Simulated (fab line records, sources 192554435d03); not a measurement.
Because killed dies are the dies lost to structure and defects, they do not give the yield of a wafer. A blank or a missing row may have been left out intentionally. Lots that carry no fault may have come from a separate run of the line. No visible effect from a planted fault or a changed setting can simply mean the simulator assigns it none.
Chamber matching / flow n5-finfet / 4 sister chambers for N5_BEOL_M0_SAQP_DESCUM_45 on rie-diel-05
The step chemistry O2, time 7 s. 4 wafers are shown with their chamber, then 8 later ones without.

## WAFERS PAIRED WITH THEIR CHAMBERS
wafer=L075.4; chamber=3; drypump-motor-current-A (A)=6.0
wafer=L085.2; chamber=0; drypump-motor-current-A (A)=5.3
wafer=L085.6; chamber=2; drypump-motor-current-A (A)=6.4
wafer=L088.1; chamber=1; drypump-motor-current-A (A)=5.1

## WAFERS WHOSE CHAMBER IS MISSING
wafer=L088.2; drypump-motor-current-A (A)=5.3
wafer=L088.5; drypump-motor-current-A (A)=6.3
wafer=L092.1; drypump-motor-current-A (A)=5.1
wafer=L092.2; drypump-motor-current-A (A)=6.4
wafer=L092.5; drypump-motor-current-A (A)=5.3
wafer=L095.4; drypump-motor-current-A (A)=6.0
wafer=L095.5; drypump-motor-current-A (A)=5.1
wafer=L095.6; drypump-motor-current-A (A)=6.3

## EACH ONE'S CHAMBER
wafer=L088.2; from the rows above=0; in truth=0
wafer=L088.5; from the rows above=2; in truth=2
wafer=L092.1; from the rows above=1; in truth=1
wafer=L092.2; from the rows above=2; in truth=2
wafer=L092.5; from the rows above=0; in truth=0
wafer=L095.4; from the rows above=3; in truth=3
wafer=L095.5; from the rows above=1; in truth=1
wafer=L095.6; from the rows above=2; in truth=2
Correct placement for 8 of the 8. Can't be placed from these rows: 0. Wrongly placed: 0.
How it was worked out, from the rows above alone: a wafer's distance from a chamber is the root of the sum, over the readings, of the square of ((its reading less the chamber's mean) divided by the reading's scatter). The wafer belongs to the nearest chamber; if the next one is less than 2 further off, it can't be placed. Each chamber's mean is taken over the wafers shown for it. The scatter: root of mean squared gap, hidden wafer to nearest shown wafer, with one shown wafer a chamber.
